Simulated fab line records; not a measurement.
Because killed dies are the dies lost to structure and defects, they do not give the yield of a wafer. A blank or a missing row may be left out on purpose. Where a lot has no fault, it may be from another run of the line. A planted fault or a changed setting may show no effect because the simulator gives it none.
Lot-split experiment	flow n5Finfet	21 wafers read across 7 lots, on a route 1938 steps long

ON THE SPLIT
At N5_BEOL_M4_TRENCH_ETCH_37 (etches SiOC in C4F6/O2, target depth 55.555 nm, time 29.2 s), the setting biasW was moved away from the recipe's 185 W on 8 of the 21 wafers read, by -17.0% to +16.0%. The other wafers ran this setting at the recipe's value.

Reading taken at the split's own step.

THE READING
rfVppV, in V, at N5_BEOL_M4_TRENCH_ETCH_37 (etches SiOC in C4F6/O2, target depth 55.555 nm, time 29.2 s). Typical for fault-free wafers on this fab line: 667 V, with standard deviation 9.4 V.

wafer	tool, chamber at the split	biasW as run, W	against the recipe	rfVppV, V	against lot-mates on the recipe
L076.1	rieDiel-03, 0	185	recipe	670	-
L076.2	rieDiel-03, 2	214.6	+16.0%	761	+91
L076.5	rieDiel-03, 2	214.6	+16.0%	760	+90
L080.3	rieDiel-06, 2	155.2	-16.1%	592	-62
L080.5	rieDiel-06, 3	155.2	-16.1%	575	-79
L080.6	rieDiel-06, 1	185	recipe	654	-
L088.2	rieDiel-01, 2	185	recipe	651	-
L088.5	rieDiel-01, 1	185	recipe	659	-
L088.6	rieDiel-01, 2	153.6	-17.0%	561	-94
L089.2	rieDiel-03, 3	185	recipe	680	-
L089.5	rieDiel-03, 2	185	recipe	676	-
L089.6	rieDiel-03, 1	185	recipe	663	-
L092.1	rieDiel-03, 2	197.3	+6.6%	712	+40
L092.3	rieDiel-03, 3	185	recipe	678	-
L092.4	rieDiel-03, 0	185	recipe	667	-
L095.1	rieDiel-01, 0	185	recipe	670	-
L095.4	rieDiel-01, 1	185	recipe	672	-
L095.6	rieDiel-01, 3	185	recipe	667	-
L097.2	rieDiel-06, 1	185	recipe	653	-
L097.3	rieDiel-06, 3	154	-16.8%	573	-80
L097.6	rieDiel-06, 3	154	-16.8%	572	-81

THE FIT
A straight line over all 21 wafers: rfVppV changes by +5.7 V for each +1% of biasW; r = +0.99; the points scatter about the line by 9 V.
The same after taking each lot's own level away (the mean of its wafers on the recipe; 21 wafers): +5.11 V for each +1%; r = +0.99; scatter 6.7 V.
The reading moves by 87 V for the largest change in biasW, on that fit.
The lots' own levels span 653.0 to 673.0 V, that is 2.1 times the standard deviation above.
In other words, the slope is changed by the lot-to-lot level; the two fits disagree.
Check: with one of the wafers moved furthest among these (-17.0%) left out of the fit, the line predicts -82.3 V for it against its lot-mates. Against them it came out at -94 V.
Tool readings at the split's step, against how far the setting was moved: rfVppV r = +0.99.

OTHER SPLITS APPLIED TO THESE WAFERS
These wafers also went through other splits before the reading. Each is held against what the fit with the lots' levels taken away leaves over:
other split on the same wafers	wafers away from the commonest value	r with rfVppV (lot level and that fit taken away)
N5_BEOL_M3_COAT_22 spinRpm	10	+0.19
N5_BEOL_M4_EXPOSE_08 doseMj	8	+0.15
N5_BEOL_M4_ETCH_64 biasW	7	-0.33

THE FILE'S OWN FIT
rfVppV changes by +5.14 V for each +1% of biasW, r = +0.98.
